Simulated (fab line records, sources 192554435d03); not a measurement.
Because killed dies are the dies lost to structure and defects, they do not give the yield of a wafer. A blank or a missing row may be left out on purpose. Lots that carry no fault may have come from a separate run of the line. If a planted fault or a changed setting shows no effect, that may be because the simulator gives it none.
fab line records	flow n5-finfet
record: lots: 5	wafers: 15	last-day: 17
route steps=1938 shown BEOL_M4@1099 BEOL_M5@1112 BEOL_M8@1370 PASSIVATION@1936
lots with no fault: from the same line, run without faults
start-h: hours from the record's first day to the start of the lot's first wafer shown	wait-h: hours elapsed since this lot's preceding step	" unchanged from the row above	L1.1+2: a single row standing in for several wafers	- no value, or no start given	* or withheld: withheld	< > ~ a bound
route shown NAME@n: names a module that has steps shown in the file, with the first one's number in the route	usual: average and standard deviation across the fault-free wafers	same: alike in all rows	chamber/n: place in a boat	sites: each site's reading	_std_site: the values' standard deviation	_edge_site: the outer-site mean with the inner-site mean subtracted	radius-mm: for every site, how far away it sits from the centre of the wafer	mask NAME#n: copy n	behind: the last tool/chamber to shape the wafer	hold: reason for holding the lot/hours on hold/outcome of the hold	device: the transistor (n, p or np) that didn't switch	end of line: tests run on the same wafers once the route is complete	a step without rows: its recipe alone	killed: the dies lost at the first sort to structure and to defects; this is not the yield of the wafer	map: a wafer's dies, marking killed ones x, the rest . and places with no die _
set.NAME: the setting the step ran with; set.NAME@STEP: the setting that earlier step ran with	model.NAME: the simulator's own value behind a step, which no gauge read
lots seen at some steps along the route; tables by step, rows by wafer
services: a tool's chamber out of use, with start hour (start-h, from the record's first day; less than 0 if before it), hours out, and reason
== steps ==
step: N5_BEOL_M4_ANNEAL_95
recipe: temp-c: 400	time-s: 240	ambient: vacuum
step: N5_BEOL_M4_SPUTTER_96
recipe: material: Cu	target-thk-a: 45	temp-c: -20	chamber-pressure-pa: 0.07	power-w: withheld	time-s: 8.29
step: N5_BEOL_M4_ECD_50
recipe: material: Cu	target-thk-a: 3000
step: N5_BEOL_M4_ANNEAL_51
recipe: temp-c: 225	time-s: 90	ambient: N2
step: N5_BEOL_M4_CMP_52
recipe: stop-on: SiOC	t-overpolish-s: 6.8	down-force-psi: 1	platen-rpm: 50	clearing-platen-down-force-psi: 1.5	clearing-platen-rpm: 50	post-cmp-clean: cu-alkaline	target-thk-nm: 40	clearing-platen-pad-velocity-m-s: 0.99484	pad-velocity-m-s: 0.99484
step: N5_BEOL_M4_PRE_CLEAN_60
recipe: gas: NH3/H2	time-s: 15	temp-c: *	rf-power-w: 300
step: N5_BEOL_M4_CO_CAP_55
recipe: material: Co	target-thk-a: 20	temp-c: 200	precursor: CCTBA/H2	pressure-torr: 30	time-s: 102.1
step: N5_BEOL_M4_PRE_CLEAN_56
recipe: gas: NH3	time-s: 15	temp-c: withheld	rf-power-w: 300
step: N5_BEOL_M4_DEP_57
recipe: material: SiCN	target-thk-a: 80	temp-c: withheld	precursor: 3MS/NH3	pressure-torr: 3	rf-w: 202	time-s: 14
step: N5_BEOL_M4_RC_MEAS_101
usual: DIBL_N: 35.8/1.6	DIBL_P: 36.0/2.1	IOFF_N: 0.153/0.026	IOFF_P: 0.21/0.037	ION_N: 673/11	ION_P: 462/7.6	SS_N: 71.4/0.53	SS_P: 73.2/0.67	VT_N: 250/3.2	VT_P: -250/3.7
lot.wafer	tool	chamber	start-h	wait-h	DIBL_N[mV/V]	DIBL_P[mV/V]	IOFF_N[nA/um]	IOFF_P[nA/um]	ION_N[uA/um]	ION_P[uA/um]	SS_N[mV/dec]	SS_P[mV/dec]	VT_N[mV]	VT_P[mV]
L823.2	prober-01	0	207.93	0.2	34.9	34.4	0.124	0.17	665	462	70.3	73.4	255	-252
L823.4	"	0	"	"	35.6	35.0	0.137	0.19	671	461	70.3	72.8	249	-252
L823.6	"	0	"	"	35.6	35.2	0.147	0.18	670	456	71.3	72.8	251	-253
L824.1	prober-02	0	211.04	0.0	34.7	34.5	0.122	0.18	654	457	71.1	73.3	253	-253
L824.4	"	0	"	"	35.0	33.3	0.119	0.17	661	455	71.1	73.0	257	-251
L824.6	"	0	"	"	34.1	33.6	0.117	0.17	652	452	71.3	72.7	255	-253
L825.1	prober-01	0	224.79	0.0	36.6	37.9	0.170	0.24	686	473	71.9	73.9	247	-249
L825.4	"	0	"	"	36.3	37.9	0.173	0.23	692	468	71.4	73.4	246	-249
L825.5	"	0	"	"	34.9	35.2	0.139	0.19	675	467	71.8	72.5	250	-251
L834.3	prober-02	0	274.92	0.3	37.6	35.7	0.163	0.19	676	459	72.4	72.8	249	-254
L834.5	"	0	"	"	34.0	31.3	0.105	0.13	654	452	70.7	71.4	254	-257
L834.6	"	0	"	"	36.4	35.3	0.141	0.17	670	455	71.8	73.0	251	-256
L838.1	prober-01	0	302.14	0.0	31.6	30.1	0.090	0.13	651	448	70.3	71.3	256	-257
L838.2	"	0	"	"	38.0	37.4	0.200	0.24	691	464	72.0	73.2	243	-247
L838.3	"	0	"	"	37.5	38.7	0.195	0.24	688	469	71.7	74.2	247	-249
step: N5_BEOL_M5_ILD_DEP_00
recipe: material: SiCOH_lowk	target-thk-a: 1406.4	temp-c: 300	precursor: DEMS/porogen	pressure-torr: 5	rf-w: 500	time-s: 25.9
step: N5_BEOL_M5_CURE_79
recipe: temp-c: 385	time-s: 240	ambient: He/Ar	material: SiCOH_lowk
step: N5_BEOL_M5_PECVD_70
recipe: material: SiO2	target-thk-a: 160	temp-c: 400	precursor: TEOS/O2	pressure-torr: 5.5	rf-w: 450	teos-flow-sccm: 53.8	gas: O2	flow-sccm: 3000	time-s: 18
step: N5_BEOL_M5_HM_DEP_02
recipe: material: TiN	target-thk-a: 200	temp-c: 25	chamber-pressure-pa: 0.49996
step: N5_BEOL_M5_COAT_59
recipe: resist: SOC	temp-c: 250	time-s: 60	spin-rpm: 1500	resist-thk-nm: 60
step: N5_BEOL_M5_COAT_60
recipe: resist: SiARC	temp-c: 220	time-s: 60	spin-rpm: 1500	resist-thk-nm: 12
step: N5_BEOL_M5_COAT_71
recipe: resist: underlayer	temp-c: 205	time-s: 60	spin-rpm: 1500	resist-thk-nm: 5
step: N5_BEOL_M5_COAT_05
recipe: resist: CAR-EUV	spin-rpm: 1500	resist-thk-nm: 30
step: N5_BEOL_M5_EBR_07
recipe: solvent: PGMEA	ebr-width-mm: 1.5
step: N5_BEOL_M5_SOFTBAKE_06
recipe: temp-c: 110	time-s: 60	resist: CAR-EUV
step: N5_BEOL_M5_EXPOSE_08
recipe: mask-id: M5	na: 0.33	source-shape: annular	sigma-inner: 0.4	sigma-outer: 0.8	polarization: unpolarized	target-cd-nm: 28	dose-mj: 35.75
step: N5_BEOL_M5_PEB_09
recipe: peb-temp-c: 100	peb-time-s: 60	resist: CAR-EUV
step: N5_BEOL_M5_DEVELOP_10
recipe: develop-time-s: 30	developer: TMAH	resist: CAR-EUV	rinse-liquid: surfactant-rinse	dry: air-spin	dev-temp-c: 23
step: N5_BEOL_M5_DESCUM_16
recipe: chemistry: O2	time-s: 7	source-power-w: 50	bias-power-w: 20	pressure-mtorr: 20	rf-frequency-hz: 2.712e+07	temp-c: 40	resist: CAR-EUV	o2-flow-sccm: 225
step: N5_BEOL_M5_ETCH_72
recipe: chemistry: N2/H2	target: underlayer	target-depth-a: 65	mask-material: CAR-EUV	time-s: 5.2	ion-energy-ev: 200	pressure-mtorr: 30	source-w: 840	bias-w: 150	n2-flow-sccm: 200	h2-flow-sccm: 200	ends: cleared
step: N5_BEOL_M5_ETCH_61
recipe: chemistry: CF4	target: SiARC	target-depth-a: 156	mask-material: CAR-EUV	time-s: 26	ion-energy-ev: 80	pressure-mtorr: 40	source-w: 545	bias-w: 36	Ar_flow_sccm: 100	cf4-flow-sccm: 100	ends: cleared
step: N5_BEOL_M5_ETCH_62
recipe: chemistry: N2/H2	target: SOC	target-depth-a: 750	overetch-a: 150	mask-material: SiARC	temp-c: 40	time-s: 112.5	ion-energy-ev: 200	pressure-mtorr: 30	source-w: 840	bias-w: 150	n2-flow-sccm: 200	h2-flow-sccm: 200
step: N5_BEOL_M5_STRIP_63
recipe: chemistry: N2/H2	temp-c: 40	n2-flow-sccm: 200	h2-flow-sccm: 200	rf-frequency-hz: 6e+07
step: N5_BEOL_M5_STRIP_73
recipe: chemistry: N2/H2	temp-c: 40	n2-flow-sccm: 200	h2-flow-sccm: 200	rf-frequency-hz: 6e+07
step: N5_BEOL_M5_STRIP_64
recipe: chemistry: CF4	resist: SiARC	power-w: 300	bias-power-w: 75	pressure-mtorr: 50	cf4-flow-sccm: 150	rf-frequency-hz: 6e+07
step: N5_BEOL_M5_HM_OPEN_17
recipe: chemistry: Cl2/BCl3	target-depth-a: 200	overetch-a: 60	target: TiN	mask-material: SOC	ion-energy-ev: 150	pressure-mtorr: 10	icp-w: 1000	bias-w: 126	Cl2_flow_sccm: 53.25	bcl3-flow-sccm: 21.75	Ar_flow_sccm: 25
step: N5_BEOL_M5_STRIP_19
recipe: chemistry: O2	power-w: 400	temp-c: 40	pressure-mtorr: 30	rf-frequency-hz: 6e+07	bias-power-w: 0	overash-fraction: 0.2	o2-flow-sccm: 225
step: N5_BEOL_M5_COAT_65
recipe: resist: SOC	temp-c: 250	time-s: 60	spin-rpm: 1500	resist-thk-nm: 60
step: N5_BEOL_M5_COAT_66
recipe: resist: SiARC	temp-c: 220	time-s: 60	spin-rpm: 1500	resist-thk-nm: 12
step: N5_BEOL_M8_ETCH_65
recipe: chemistry: CF4	target: SiARC	target-depth-a: 156	mask-material: CAR-EUV	time-s: 26	ion-energy-ev: 80	pressure-mtorr: 40	source-w: 545	bias-w: 36	Ar_flow_sccm: 100	cf4-flow-sccm: 100	ends: cleared
usual: bias-w: 35.99/0.11	cf4-flow-sccm: 100.01/0.27	drypump-motor-current-A: 5.6/0.54	etch-rf-on-time-s: 26.2/0.46	oes-product-au: 0.67/0.078	rf-vpp-V: 184.3/1.1	showerhead-plenum-p-Torr: 2.15/0.059	throttle-valve-pct: 15.66/0.24
lot.wafer	tool	chamber	start-h	wait-h	bias-w	cf4-flow-sccm	drypump-motor-current-A	etch-rf-on-time-s	oes-product-au	rf-hours-counter-h	rf-vpp-V	showerhead-plenum-p-Torr	throttle-valve-pct	model.CAR-EUV_of_BEOL_M8_COAT_22.thk-nm
L824.1	rie-diel-06	3	244.07	0.0	-	-	-	-	-	-	-	-	-	20.4
L824.4	"	2	"	"	-	-	-	-	-	-	-	-	-	20.4
L824.6	"	0	"	"	-	-	-	-	-	-	-	-	-	20.4
L823.2	rie-diel-05	3	244.13	0.0	-	-	-	-	-	-	-	-	-	20.4
L823.4	"	1	"	"	-	-	-	-	-	-	-	-	-	20.4
L823.6	"	0	"	"	-	-	-	-	-	-	-	-	-	20.4
L825.1	rie-diel-06	1	255.85	0.0	-	-	-	-	-	-	-	-	-	20.4
L825.4	"	1	"	"	-	-	-	-	-	-	-	-	-	20.4
L825.5	"	3	"	"	-	-	-	-	-	-	-	-	-	20.2
L834.3	rie-diel-01	1	313.45	0.0	36.03	100.50	5.9	26.0	0.74	54	182.4	2.09	15.51	11.2
L834.5	"	2	"	"	35.80	100.18	6.1	26.1	0.60	-	185.2	2.20	15.84	11.2
L834.6	"	1	"	"	36.07	99.94	5.9	26.0	0.73	-	182.5	2.09	15.52	11.4
L838.1	rie-diel-05	1	337.36	0.0	35.99	99.89	5.7	26.4	0.63	155	184.8	2.23	15.86	11.4
L838.2	"	3	"	"	36.05	99.87	5.7	26.4	0.67	109	186.6	2.24	15.40	11.2
L838.3	"	0	"	"	36.09	100.19	6.6	25.9	0.77	36	183.8	2.10	15.23	11.2
step: N5_BEOL_M8_ETCH_66
recipe: chemistry: N2/H2	target: SOC	target-depth-a: 800	overetch-a: 160	mask-material: SiARC	temp-c: 40	time-s: 120	ion-energy-ev: 200	pressure-mtorr: 30	source-w: 840	bias-w: 150	n2-flow-sccm: 200	h2-flow-sccm: 200
usual: bias-w: 150.1/0.46	chamber-pressure-mTorr: 30.00/0.035	drypump-motor-current-A: 5.7/0.54	h2-flow-sccm: 200.0/0.53	oes-product-au: 0.61/0.067	rf-vpp-V: 524.4/2.2	showerhead-plenum-p-Torr: 2.55/0.076	throttle-valve-pct: 17.81/0.23
lot.wafer	tool	chamber	start-h	wait-h	bias-w	chamber-pressure-mTorr	drypump-motor-current-A	h2-flow-sccm	oes-product-au	rf-hours-counter-h	rf-vpp-V	showerhead-plenum-p-Torr	throttle-valve-pct
L824.1	rie-diel-06	3	244.10	0.0	149.5	29.97	5.8	199.3	0.26	183	522.6	2.53	18.00
L824.4	"	2	"	"	150.8	30.00	6.6	200.7	0.25	249	525.1	2.60	17.83
L824.6	"	0	"	"	150.3	30.04	4.9	199.9	0.31	-	521.4	2.48	17.74
L823.2	rie-diel-05	3	244.16	0.0	149.7	30.00	5.7	198.9	0.31	75	527.9	2.68	17.46
L823.4	"	1	"	"	149.9	29.99	5.7	201.0	0.29	123	527.5	2.66	17.97
L823.6	"	0	"	"	151.4	29.94	6.6	199.4	0.37	-	524.1	2.50	17.44
L825.1	rie-diel-06	1	255.88	0.0	150.4	30.01	5.2	200.3	0.28	175	523.6	2.52	17.54
L825.4	"	1	"	"	150.2	29.98	5.2	199.6	0.27	-	524.6	2.52	17.55
L825.5	"	3	"	"	150.1	30.02	5.8	200.1	0.26	-	524.6	2.53	18.00
L834.3	rie-diel-01	1	313.48	0.0	149.9	30.01	5.9	199.7	0.66	54	521.5	2.47	17.75
L834.5	"	2	"	"	149.8	30.01	6.1	200.6	0.54	-	525.6	2.62	18.14
L834.6	"	1	"	"	150.4	30.00	5.9	200.5	0.66	-	522.0	2.47	17.74
L838.1	rie-diel-05	1	337.38	0.0	150.0	29.97	5.7	199.8	0.57	155	528.0	2.65	18.06
L838.2	"	3	"	"	150.0	29.97	5.7	199.9	0.60	109	528.2	2.66	17.55
L838.3	"	0	"	"	149.4	30.03	6.6	200.1	0.69	36	522.8	2.48	17.56
step: N5_PASSIVATION_PROBE_49
usual: defect-limited-yield: 91.3/1.5	killed_at_M0_to_M3: 33/12	killed_at_M4_up: 13/5.2	killed-at-contacts: 13/6.7	killed-at-front-end: 40/11	killed-at-other: 4.1/2.7	killed-dies: 103/17	killed-on-rim: 14/4.2	killed-open: 69/13	killed-short: 33/8.4	sort_bin_5_function: 5.1/1	sort_bin_6_memory: 3.2/0.62	sort-n-pass: 1077/17	sort-yield-pct: 91.3/1.5
same: gross-dies: 1180	killed-at-back-side: 0	sort_bin_4_leakage[%]: 0	sort_bin_8_speed[%]: 0
lot.wafer	tool	chamber	start-h	wait-h	defect-limited-yield[%]	killed_at_M0_to_M3	killed_at_M4_up	killed-at-contacts	killed-at-front-end	killed-at-other	killed-dies	killed-on-rim	killed-open	killed-short	sort_bin_5_function[%]	sort_bin_6_memory[%]	sort-n-pass	sort-yield-pct[%]
L823.2	prober-01	-	316.71	0.1	0	29	1100	15	33	3	1180	152	55	41	96.2	3.5	0	0
L823.4	prober-01	-	316.81	0.2	0	24	1103	18	28	7	1180	152	65	26	97.2	2.5	0	0
L823.6	prober-01	-	316.91	0.3	0	49	1076	19	31	5	1180	152	84	35	96.7	3.3	0	0
L824.1	prober-02	-	319.35	0.0	0	30	1091	26	31	2	1180	152	64	32	96.5	3.2	0	0
L824.4	prober-02	-	319.50	0.2	0	47	1044	17	71	1	1180	152	91	54	95.6	4.2	0	0
L824.6	prober-02	-	319.60	0.3	0	24	1095	7	53	1	1180	152	74	31	95.8	4.2	0	0
L825.1	prober-01	-	325.48	0.0	0	32	1080	20	43	5	1180	152	70	40	96.4	3.1	0	0
L825.4	prober-01	-	325.63	0.2	0	27	1121	10	19	3	1180	152	44	24	96.9	3.0	0	0
L825.5	prober-01	-	325.68	0.2	0	33	1090	7	47	3	1180	152	62	37	96.4	2.9	0	0
killed by level:class
L823.2 BEOL_M8:area-etch=1084 MOL_CONTACT_COAG:geometric-particle:open=11 BEOL_M0_SAQP:geometric-particle:short=10 FIN_SAQP:geometric-particle:open=7 BEOL_M4:geometric-particle:short=6 BEOL_M1:geometric-particle:open=5 BEOL_M2:geometric-particle:open=5 BEOL_M7:geometric-particle:open=5
L823.4 BEOL_M8:area-etch=1088 MOL_CONTACT_COAG:geometric-particle:open=15 STI_FIN_REVEAL:geometric-particle:open=10 BEOL_M4:geometric-particle:short=7 BEOL_M1:geometric-particle:open=5 BEOL_M2:geometric-particle:open=5 BEOL_M0_SAQP:geometric-particle:short=4 MIM_TOP_ETCH:geometric-particle:open=4
L823.6 BEOL_M8:area-etch=1061 MOL_CONTACT_COAG:geometric-particle:open=17 BEOL_M1:geometric-particle:open=15 BEOL_M0_SAQP:geometric-particle:short=9 BEOL_M4:geometric-particle:open=8 STI_FIN_REVEAL:geometric-particle:open=7 BEOL_M3:geometric-particle:open=7 BEOL_M2:geometric-particle:open=6
L824.1 BEOL_M8:area-etch=1082 MOL_CONTACT_COAG:geometric-particle:open=21 BEOL_M2:geometric-particle:open=14 FIN_SAQP:geometric-particle:open=7 FIN_SAQP:geometric-particle:short=6 MOL_CONTACT_COAG:geometric-particle:short=5 BEOL_M0_SAQP:geometric-particle:short=5 STI_FIN_REVEAL:geometric-particle:short=3
L824.4 BEOL_M8:area-etch=1033 FIN_SAQP:geometric-particle:short=24 FIN_SAQP:geometric-particle:open=21 MOL_CONTACT_COAG:geometric-particle:open=13 STI_FIN_REVEAL:geometric-particle:open=12 BEOL_M0_SAQP:geometric-particle:open=10 BEOL_M0_SAQP:geometric-particle:short=10 BEOL_M3:geometric-particle:open=8
L824.6 BEOL_M8:area-etch=1074 FIN_SAQP:geometric-particle:open=17 BEOL_M4:geometric-particle:open=14 FIN_SAQP:geometric-particle:short=10 BEOL_M2:geometric-particle:open=7 GATE_CUT:geometric-particle:open=6 STI_FIN_REVEAL:geometric-particle:open=6 MOL_CONTACT_COAG:geometric-particle:open=5
L825.1 BEOL_M8:area-etch=1069 STI_FIN_REVEAL:geometric-particle:open=13 MOL_CONTACT_COAG:geometric-particle:open=13 BEOL_M2:geometric-particle:open=10 BEOL_M0_SAQP:geometric-particle:open=9 BEOL_M0_SAQP:geometric-particle:short=9 BEOL_M5:geometric-particle:open=8 MOL_CONTACT_COAG:geometric-particle:short=7
L825.4 BEOL_M8:area-etch=1112 BEOL_M0_SAQP:geometric-particle:open=10 BEOL_M0_SAQP:geometric-particle:short=8 MOL_CONTACT_COAG:geometric-particle:open=6 STI_FIN_REVEAL:geometric-particle:open=5 MOL_CONTACT_COAG:geometric-particle:short=4 BEOL_M4:geometric-particle:open=4 BEOL_M2:geometric-particle:open=3
L825.5 BEOL_M8:area-etch=1080 STI_FIN_REVEAL:geometric-particle:open=12 BEOL_M0_SAQP:geometric-particle:short=11 FIN_SAQP:geometric-particle:short=8 BEOL_M2:geometric-particle:open=8 MOL_CONTACT_COAG:geometric-particle:open=7 BEOL_M0_SAQP:geometric-particle:open=6 FIN_SAQP:geometric-particle:open=5
map L823.2 (x killed, . not)
_________________xxxxxxxxxxxx________________
______________xxxxxxxxxxxxxxxxxx_____________
___________xxxxxxxxxxxxxxxxxxxxxxxx__________
__________xxxxxxxxxxxxxxxxxxxxxxxxxx_________
________xxxxxxxxxxxxxxxxxxxxxxxxxxxxxx_______
_______xxxxxxxxxxxxxxxxxxxxxxxxxxxxxxxx______
______xxxxxxxxxxxxxxxxxxxxxxxxxxxxxxxxxx_____
_____xxxxxxxxxxxxxxxxxxxxxxxxxxxxxxxxxxxx____
____xxxxxxxxxxxxxxxxxxxxxxxxxxxxxxxxxxxxxx___
___xxxxxxxxxxxxxxxxxxxxxxxxxxxxxxxxxxxxxxxx__
___xxxxxxxxxxxxxxxxxxxxxxxxxxxxxxxxxxxxxxxx__
__xxxxxxxxxxxxxxxxxxxxxxxxxxxxxxxxxxxxxxxxxx_
__xxxxxxxxxxxxxxxxxxxxxxxxxxxxxxxxxxxxxxxxxx_
_xxxxxxxxxxxxxxxxxxxxxxxxxxxxxxxxxxxxxxxxxxxx
_xxxxxxxxxxxxxxxxxxxxxxxxxxxxxxxxxxxxxxxxxxxx
_xxxxxxxxxxxxxxxxxxxxxxxxxxxxxxxxxxxxxxxxxxxx
_xxxxxxxxxxxxxxxxxxxxxxxxxxxxxxxxxxxxxxxxxxxx
_xxxxxxxxxxxxxxxxxxxxxxxxxxxxxxxxxxxxxxxxxxxx
_xxxxxxxxxxxxxxxxxxxxxxxxxxxxxxxxxxxxxxxxxxxx
_xxxxxxxxxxxxxxxxxxxxxxxxxxxxxxxxxxxxxxxxxxxx
_xxxxxxxxxxxxxxxxxxxxxxxxxxxxxxxxxxxxxxxxxxxx
__xxxxxxxxxxxxxxxxxxxxxxxxxxxxxxxxxxxxxxxxxx_
__xxxxxxxxxxxxxxxxxxxxxxxxxxxxxxxxxxxxxxxxxx_
___xxxxxxxxxxxxxxxxxxxxxxxxxxxxxxxxxxxxxxxx__
___xxxxxxxxxxxxxxxxxxxxxxxxxxxxxxxxxxxxxxxx__
____xxxxxxxxxxxxxxxxxxxxxxxxxxxxxxxxxxxxxx___
_____xxxxxxxxxxxxxxxxxxxxxxxxxxxxxxxxxxxx____
______xxxxxxxxxxxxxxxxxxxxxxxxxxxxxxxxxx_____
_______xxxxxxxxxxxxxxxxxxxxxxxxxxxxxxxx______
________xxxxxxxxxxxxxxxxxxxxxxxxxxxxxx_______
__________xxxxxxxxxxxxxxxxxxxxxxxxxx_________
___________xxxxxxxxxxxxxxxxxxxxxxxx__________
______________xxxxxxxxxxxxxxxxxx_____________
_________________xxxxxxxxxxxx________________
map L824.1 (x killed, . not)
_________________xxxxxxxxxxxx________________
______________xxxxxxxxxxxxxxxxxx_____________
___________xxxxxxxxxxxxxxxxxxxxxxxx__________
__________xxxxxxxxxxxxxxxxxxxxxxxxxx_________
________xxxxxxxxxxxxxxxxxxxxxxxxxxxxxx_______
_______xxxxxxxxxxxxxxxxxxxxxxxxxxxxxxxx______
______xxxxxxxxxxxxxxxxxxxxxxxxxxxxxxxxxx_____
_____xxxxxxxxxxxxxxxxxxxxxxxxxxxxxxxxxxxx____
____xxxxxxxxxxxxxxxxxxxxxxxxxxxxxxxxxxxxxx___
___xxxxxxxxxxxxxxxxxxxxxxxxxxxxxxxxxxxxxxxx__
___xxxxxxxxxxxxxxxxxxxxxxxxxxxxxxxxxxxxxxxx__
__xxxxxxxxxxxxxxxxxxxxxxxxxxxxxxxxxxxxxxxxxx_
__xxxxxxxxxxxxxxxxxxxxxxxxxxxxxxxxxxxxxxxxxx_
_xxxxxxxxxxxxxxxxxxxxxxxxxxxxxxxxxxxxxxxxxxxx
_xxxxxxxxxxxxxxxxxxxxxxxxxxxxxxxxxxxxxxxxxxxx
_xxxxxxxxxxxxxxxxxxxxxxxxxxxxxxxxxxxxxxxxxxxx
_xxxxxxxxxxxxxxxxxxxxxxxxxxxxxxxxxxxxxxxxxxxx
_xxxxxxxxxxxxxxxxxxxxxxxxxxxxxxxxxxxxxxxxxxxx
_xxxxxxxxxxxxxxxxxxxxxxxxxxxxxxxxxxxxxxxxxxxx
_xxxxxxxxxxxxxxxxxxxxxxxxxxxxxxxxxxxxxxxxxxxx
_xxxxxxxxxxxxxxxxxxxxxxxxxxxxxxxxxxxxxxxxxxxx
__xxxxxxxxxxxxxxxxxxxxxxxxxxxxxxxxxxxxxxxxxx_
__xxxxxxxxxxxxxxxxxxxxxxxxxxxxxxxxxxxxxxxxxx_
___xxxxxxxxxxxxxxxxxxxxxxxxxxxxxxxxxxxxxxxx__
___xxxxxxxxxxxxxxxxxxxxxxxxxxxxxxxxxxxxxxxx__
____xxxxxxxxxxxxxxxxxxxxxxxxxxxxxxxxxxxxxx___
_____xxxxxxxxxxxxxxxxxxxxxxxxxxxxxxxxxxxx____
______xxxxxxxxxxxxxxxxxxxxxxxxxxxxxxxxxx_____
_______xxxxxxxxxxxxxxxxxxxxxxxxxxxxxxxx______
________xxxxxxxxxxxxxxxxxxxxxxxxxxxxxx_______
__________xxxxxxxxxxxxxxxxxxxxxxxxxx_________
___________xxxxxxxxxxxxxxxxxxxxxxxx__________
______________xxxxxxxxxxxxxxxxxx_____________
_________________xxxxxxxxxxxx________________
== services ==
tool	chamber	start-h	hours	kind
rie-diel-06	-	229.49	2.8	pm
rie-diel-06	2	245.69	-	clean
rie-diel-06	2	245.69	-	consumable-replace:focus-ring
rie-diel-06	2	245.69	18.1	scheduled-down
rie-diel-06	2	245.69	18.1	vent-cycle
rie-diel-05	1	251.98	3.1	repair
rie-diel-05	2	263.06	-	clean
rie-diel-05	2	263.06	-	consumable-replace:focus-ring
rie-diel-05	2	263.06	23.8	scheduled-down
rie-diel-05	2	263.06	23.8	vent-cycle
rie-diel-01	2	285.88	1.5	repair
rie-diel-01	0	288.34	2.1	repair
rie-diel-01	3	305.54	-	clean
rie-diel-01	3	305.54	-	consumable-replace:focus-ring
rie-diel-01	3	305.54	19.3	scheduled-down
rie-diel-01	3	305.54	19.3	vent-cycle
rie-diel-06	3	325.99	4.0	repair
rie-diel-06	2	334.33	4.9	repair
== key ==
first-sign: step: N5_BEOL_M8_ETCH_65	reading: tool-record	direction: missing
effect: step: N5_BEOL_M8_ETCH_66	reading: oes-product-au	direction: down	sigmas: 4.7	usual: 0.61	struck: 0.29
effect: step: N5_PASSIVATION_PROBE_49	reading: killed_at_M4_up	direction: up	sigmas: 99+	usual: 13	struck: 1089
model-effect: step: N5_BEOL_M8_ETCH_65	value: CAR-EUV_of_BEOL_M8_COAT_22.thk-nm	without: 11.16	struck: 20.38
more-kills-born-at: N5_BEOL_M8_ETCH_65@rie-diel-06: 6450	N5_BEOL_M8_ETCH_65@rie-diel-05: 3233
met-at N5_BEOL_M8_ETCH_65
struck-wafers L823.2,L823.4,L823.6,L824.1,L824.4,L824.6,L825.1,L825.4,L825.5
later-rows-left-out L823.2,L823.4,L823.6,L824.1,L824.4,L824.6,L825.1,L825.4,L825.5
fault: kind: skipped-step-whole	tool: rie-diel-05,rie-diel-06	chamber: -	onset-h: 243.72	steps: N5_BEOL_M8_ETCH_65	scope: struck-lots-only
later-rows-left-out: the simulator's readings of these wafers behind a module that went badly wrong aren't trusted and aren't shown, but for the sort
